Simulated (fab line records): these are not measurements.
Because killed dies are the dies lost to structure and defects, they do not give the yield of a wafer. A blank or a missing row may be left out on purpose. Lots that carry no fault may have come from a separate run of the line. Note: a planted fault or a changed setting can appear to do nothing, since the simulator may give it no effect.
Which tool was responsible? + flow n5_finfet + route of 1938 steps, sampled at 1 step: 12 lots, 36 wafers

## WHAT EACH GAUGE READ, for each wafer
N5_BEOL_M5_OVL_MEAS_12.
| lot  | measured     | on         | M5_OVL (nm)    |
|------|--------------|------------|----------------|
| L075 | day 7 19:05  | overlay-02 | 0.8 -0.6 -0.2  |
| L077 | day 8 14:05  | overlay-01 | 0.0 0.9 -1.8   |
| L079 | day 8 23:17  | overlay-01 | -0.7 1.0 1.0   |
| L081 | day 9 14:47  | overlay-01 | -0.3 1.8 0.9   |
| L082 | day 9 20:23  | overlay-01 | -0.4 0.2 0.1   |
| L085 | day 10 09:02 | overlay-01 | -0.4 -0.5 -0.4 |
| L087 | day 10 22:40 | overlay-01 | -1.3 -1.2 -0.7 |
| L088 | day 11 09:53 | overlay-01 | 0.9 -0.6 0.8   |
| L089 | day 11 19:26 | overlay-01 | 0.4 -1.5 0.2   |
| L093 | day 12 07:52 | overlay-01 | -1.0 -1.4 0.2  |
| L095 | day 12 19:47 | overlay-02 | 0.3 1.9 1.1    |
| L097 | day 14 00:44 | overlay-02 | -0.7 1.0 0.9   |

## TOOL THAT RAN EACH LOT (tool first, then ch and the chambers of the sampled wafers, then the start)
No process step before these readings appears in the record.

## THE ANSWER, worked out from the rows above alone
Rule: usual is defined by the lots themselves. The widest of any qualifying gaps counts: lots, ordered by their means at a reading, are off when they make up no more than a third of the lots, leave a main group of 4 or more, and stand apart from it by 3 or more times the standard deviation of that group's means. The tables above print the reading to a certain number of digits; a main group whose means all agree to those digits is not used. Also off: a lot with no number at a reading for which 4 or more lots have one. All remaining lots with rows at the step are treated as sound.
Across all readings shown, no lot is off: no conclusion can be drawn from this.

## WHAT THE SIMULATOR HAD PUT IN
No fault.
